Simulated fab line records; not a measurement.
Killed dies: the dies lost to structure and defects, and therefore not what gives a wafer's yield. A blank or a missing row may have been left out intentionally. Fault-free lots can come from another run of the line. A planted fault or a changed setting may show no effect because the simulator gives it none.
Which tool was responsible? | flow n5 finfet | 11 lots, 33 wafers sampled, at 4 steps of a route of 1938

== WHAT THE GAUGES READ, wafer by wafer ==
N5_BEOL_M7_OVL_MEAS_12. Usual: M7_OVL typically reads -0.5 nm, with standard deviation 0.8.
lot  | measured     | on         | M7_OVL (nm)    | flag
L620 | day 9 11:00  | overlay-01 | -0.3 -1.8 -0.8 |
L621 | day 10 04:10 | overlay-02 | -0.6 -2.1 -0.8 |
L624 | day 11 08:07 | overlay-02 | -1.4 -0.7 -1.3 |
L629 | day 12 08:10 | overlay-02 | -0.7 -1.0 -0.5 |
L631 | day 12 21:46 | overlay-02 | -0.4 -1.1 -1.4 |
L633 | day 13 16:32 | overlay-01 | -0.9 -0.9 -1.5 |
L636 | day 13 22:47 | overlay-02 | -2.3 -0.5 -0.3 |
L635 | day 14 22:54 | overlay-02 | -0.9 -0.2 -1.0 |
L640 | day 16 05:32 | overlay-02 | 0.2 -1.5 0.1   |
L639 | day 16 05:49 | overlay-01 | -0.2 -0.8 -0.4 |
L641 | day 16 06:35 | overlay-02 | -1.1 -1.2 -0.9 |

N5_BEOL_M7_OVL_MEAS_29. Usual: V6_OVL typically reads 0.3 nm, with standard deviation 0.77.
lot  | measured     | on         | V6_OVL (nm)   | flag
L620 | day 9 13:56  | overlay-02 | 0.1 -0.1 1.5  |
L621 | day 10 09:08 | overlay-01 | 1.2 -0.1 0.3  |
L624 | day 11 10:43 | overlay-01 | 1.0 1.2 1.5   |
L629 | day 12 11:41 | overlay-01 | 0.3 0.3 0.9   |
L631 | day 12 23:58 | overlay-01 | -1.0 0.1 -1.2 |
L633 | day 13 18:14 | overlay-01 | 1.1 1.0 0.7   |
L636 | day 14 01:13 | overlay-01 | -0.8 0.1 0.9  |
L635 | day 15 03:06 | overlay-02 | -0.7 0.6 0.2  |
L640 | day 16 09:05 | overlay-02 | -0.5 0.8 0.0  |
L639 | day 16 09:02 | overlay-01 | -0.1 -0.7 0.9 |
L641 | day 16 09:16 | overlay-02 | 0.6 0.2 2.2   |

N5_BEOL_M7_INSPECT_30: inspects for defects (brightfield). Usual: raw defect count 413, standard deviation 99.
lot  | measured     | on                | raw defect count | flag
L620 | day 9 13:59  | defect inspect-01 | 598 454 383      |
L621 | day 10 09:11 | defect inspect-01 | 331 320 550      |
L624 | day 11 10:46 | defect inspect-02 | 442 523 410      |
L629 | day 12 11:45 | defect inspect-02 | 335 380 369      |
L631 | day 13 00:01 | defect inspect-02 | 330 463 478      |
L633 | day 13 18:18 | defect inspect-02 | 336 326 355      |
L636 | day 14 01:16 | defect inspect-01 | 389 425 415      |
L635 | day 15 03:09 | defect inspect-02 | 425 297 263      |
L640 | day 16 09:08 | defect inspect-02 | 374 371 489      |
L639 | day 16 09:05 | defect inspect-02 | 308 402 397      |
L641 | day 16 09:19 | defect inspect-02 | 464 375 382      |

== WHAT TOOL EACH LOT RAN ON (gives the tool, then ch and the chambers of the sampled wafers, and finally the start) ==
lot  | N5_BEOL_M7_ETCH_62
L620 | rie diel-01 ch 2,3, day 9 11:21
L621 | rie diel-01 ch 1,2,3, day 10 04:19
L624 | rie diel-02 ch 0,1, day 11 09:41
L629 | rie diel-03 ch 1,2,3, day 12 08:40
L631 | rie diel-03 ch 1,2,3, day 12 21:56
L633 | rie diel-03 ch 0,2,3, day 13 16:43
L636 | rie diel-02 ch 2,3, day 13 22:56
L635 | rie diel-01 ch 0,1,2, day 15 00:44
L640 | rie diel-03 ch 0,1,3, day 16 06:37
L639 | rie diel-02 ch 0,2,3, day 16 06:38
L641 | rie diel-02 ch 1,2, day 16 06:54
- N5_BEOL_M7_ETCH_62: etches SOC in N2/H2, target depth 110 nm, overetch 22 nm, time 165 s.

== AS READ BY THE TOOLS THEMSELVES (means over the sampled wafers that have a number; for cases with no such wafer, the mark the record gives instead) ==
N5_BEOL_M7_ETCH_62. Usual: drypump motor current A 5.60 A, standard deviation 0.29; n2 flow sccm 200.0 sccm, standard deviation 0.51; oes product au 0.64 a.u., standard deviation 0.061; rf fwd power W 837.9 W, standard deviation 2.5; rf vpp V 524.4 V, standard deviation 2.4; showerhead plenum p Torr 2.56 Torr, standard deviation 0.079; throttle valve pct 18.06 %, standard deviation 0.23.
lot  | tool        | drypump motor current A (A) | n2 flow sccm (sccm) | oes product au (a.u.) | rf fwd power W (W) | rf vpp V (V) | showerhead plenum p Torr (Torr) | throttle valve pct (%) | flag
L620 | rie diel-01 | 6.14                        | 200.5               | 0.61                  | 839.2              | 522.7        | 2.50                            | 18.08                  |
L621 | rie diel-01 | 6.01                        | 200.2               | 0.62                  | 838.0              | 522.7        | 2.53                            | 18.15                  |
L624 | rie diel-02 | 5.73                        | 199.8               | 0.68                  | 837.8              | 524.0        | 2.53                            | 17.71                  |
L629 | rie diel-03 | 5.58                        | 199.7               | 0.67                  | 835.8              | 524.4        | 2.57                            | 18.09                  |
L631 | rie diel-03 | 5.60                        | 199.5               | 0.66                  | 904.4              | 512.3        | 2.57                            | 18.09                  | OFF
L633 | rie diel-03 | 5.41                        | 199.7               | 0.61                  | 905.0              | 512.0        | 2.51                            | 18.16                  | OFF
L636 | rie diel-02 | 5.45                        | 200.2               | 0.64                  | 839.5              | 524.1        | 2.57                            | 18.09                  |
L635 | rie diel-01 | 5.77                        | 200.1               | 0.60                  | 836.9              | 524.1        | 2.55                            | 18.24                  |
L640 | rie diel-03 | 5.61                        | 200.2               | 0.64                  | 838.4              | 525.2        | 2.57                            | 18.14                  |
L639 | rie diel-02 | 5.50                        | 200.2               | 0.66                  | 839.7              | 524.1        | 2.55                            | 17.90                  |
L641 | rie diel-02 | 5.65                        | 199.9               | 0.58                  | 835.3              | 523.5        | 2.54                            | 18.21                  |

== THE ANSWER, worked out from the rows above alone ==
Rule: a lot is off if the mean of its wafers that have a number lies more than 3 standard deviations from the usual mean. A lot without any number at a reading at which 4 lots or more have one is off too. Where the step has rows for the other lots, those lots are counted as sound. First the gauges in route order, then the tools' own readings, where a lot's mean is used as printed above. At the first step where some lot is off, the reading lying furthest off is the one used; lots without a number count as furthest.
Off: L631, L633 (N5_BEOL_M7_ETCH_62, rf fwd power W).
If a tool, at that step or one of the process steps before it, ran each lot that is off and ran no sound lot following the first of them, it fits. Not one of the candidates tried fits.

== WHAT THE SIMULATOR HAD INSERTED ==
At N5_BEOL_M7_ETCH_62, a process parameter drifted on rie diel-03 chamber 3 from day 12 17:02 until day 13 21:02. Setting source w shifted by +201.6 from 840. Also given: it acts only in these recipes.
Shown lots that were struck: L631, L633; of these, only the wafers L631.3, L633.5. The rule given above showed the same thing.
